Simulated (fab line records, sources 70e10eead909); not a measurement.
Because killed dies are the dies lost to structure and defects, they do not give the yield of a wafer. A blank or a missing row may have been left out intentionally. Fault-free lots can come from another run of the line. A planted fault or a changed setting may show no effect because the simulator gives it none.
Matching of chambers / flow nand_harc / cmp-01 running NHARC_P_M2_CMP_23: 4 sister chambers
The step polishes, t overpolish 20 s, target thk 144.3 nm. 16 wafers are shown with their chamber, then 8 later ones without.

== WAFERS, EACH WITH ITS CHAMBER ==
wafer=L771.1; chamber=1; motor_current_A (A)=11.6; time_to_endpoint_s (s)=27.4
wafer=L771.3; chamber=0; motor_current_A (A)=14.7; time_to_endpoint_s (s)=26.6
wafer=L771.5; chamber=0; motor_current_A (A)=13.1; time_to_endpoint_s (s)=28.6
wafer=L774.1; chamber=1; motor_current_A (A)=11.2; time_to_endpoint_s (s)=29.8
wafer=L774.4; chamber=2; motor_current_A (A)=12.8; time_to_endpoint_s (s)=27.2
wafer=L774.6; chamber=3; motor_current_A (A)=12.8; time_to_endpoint_s (s)=29.4
wafer=L775.1; chamber=1; motor_current_A (A)=11.6; time_to_endpoint_s (s)=32.6
wafer=L775.2; chamber=2; motor_current_A (A)=12.7; time_to_endpoint_s (s)=30.7
wafer=L775.5; chamber=3; motor_current_A (A)=13.5; time_to_endpoint_s (s)=30.8
wafer=L776.3; chamber=0; motor_current_A (A)=13.7; time_to_endpoint_s (s)=29.1
wafer=L776.4; chamber=2; motor_current_A (A)=13.3; time_to_endpoint_s (s)=30.4
wafer=L776.6; chamber=3; motor_current_A (A)=13.4; time_to_endpoint_s (s)=31.8
wafer=L777.2; chamber=1; motor_current_A (A)=11.2; time_to_endpoint_s (s)=30.1
wafer=L777.4; chamber=0; motor_current_A (A)=14.0; time_to_endpoint_s (s)=28.9
wafer=L777.6; chamber=0; motor_current_A (A)=14.0; time_to_endpoint_s (s)=28.4
wafer=L778.3; chamber=3; motor_current_A (A)=13.2; time_to_endpoint_s (s)=27.3

SIGNATURES (means of the wafers above)
reading=motor_current_A; chamber 0=13.900; chamber 1=11.400; chamber 2=12.933; chamber 3=13.225; scatter within a chamber=0.408
reading=time_to_endpoint_s; chamber 0=28.320; chamber 1=29.975; chamber 2=29.433; chamber 3=29.825; scatter within a chamber=1.74
Rule: distance of a wafer from a chamber = root of the sum over the readings of ((wafer's reading minus chamber's mean) / reading's scatter) squared. The wafer belongs to the nearest chamber; if the next one is less than 2 further off, it can't be placed. The scatter: take each reading less its chamber's mean, square it, sum over the shown wafers, divide by the number of wafers less the number of chambers, and take the root.

== WAFERS WITH NO CHAMBER GIVEN ==
wafer=L778.4; motor_current_A (A)=11.5; time_to_endpoint_s (s)=27.1
wafer=L778.6; motor_current_A (A)=12.9; time_to_endpoint_s (s)=27.0
wafer=L782.1; motor_current_A (A)=12.5; time_to_endpoint_s (s)=28.8
wafer=L782.3; motor_current_A (A)=11.0; time_to_endpoint_s (s)=28.3
wafer=L782.4; motor_current_A (A)=13.2; time_to_endpoint_s (s)=25.4
wafer=L781.2; motor_current_A (A)=13.8; time_to_endpoint_s (s)=30.4
wafer=L781.4; motor_current_A (A)=11.1; time_to_endpoint_s (s)=31.3
wafer=L781.6; motor_current_A (A)=13.2; time_to_endpoint_s (s)=28.8

== CHAMBER TAKEN BY EACH ==
wafer=L778.4; from the rows above=1; in truth=1
wafer=L778.6; from the rows above=can't be placed: 2 or 3 or 0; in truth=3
wafer=L782.1; from the rows above=can't be placed: 2 or 3 or 1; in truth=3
wafer=L782.3; from the rows above=1; in truth=1
wafer=L782.4; from the rows above=can't be placed: 0 or 2 or 3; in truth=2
wafer=L781.2; from the rows above=can't be placed: 0 or 3 or 2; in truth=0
wafer=L781.4; from the rows above=1; in truth=1
wafer=L781.6; from the rows above=can't be placed: 3 or 2 or 0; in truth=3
3 of 8 placed correctly. Cannot be placed on the basis of these rows: 5; the candidates contain the true chamber in 5. 0 placed wrongly.
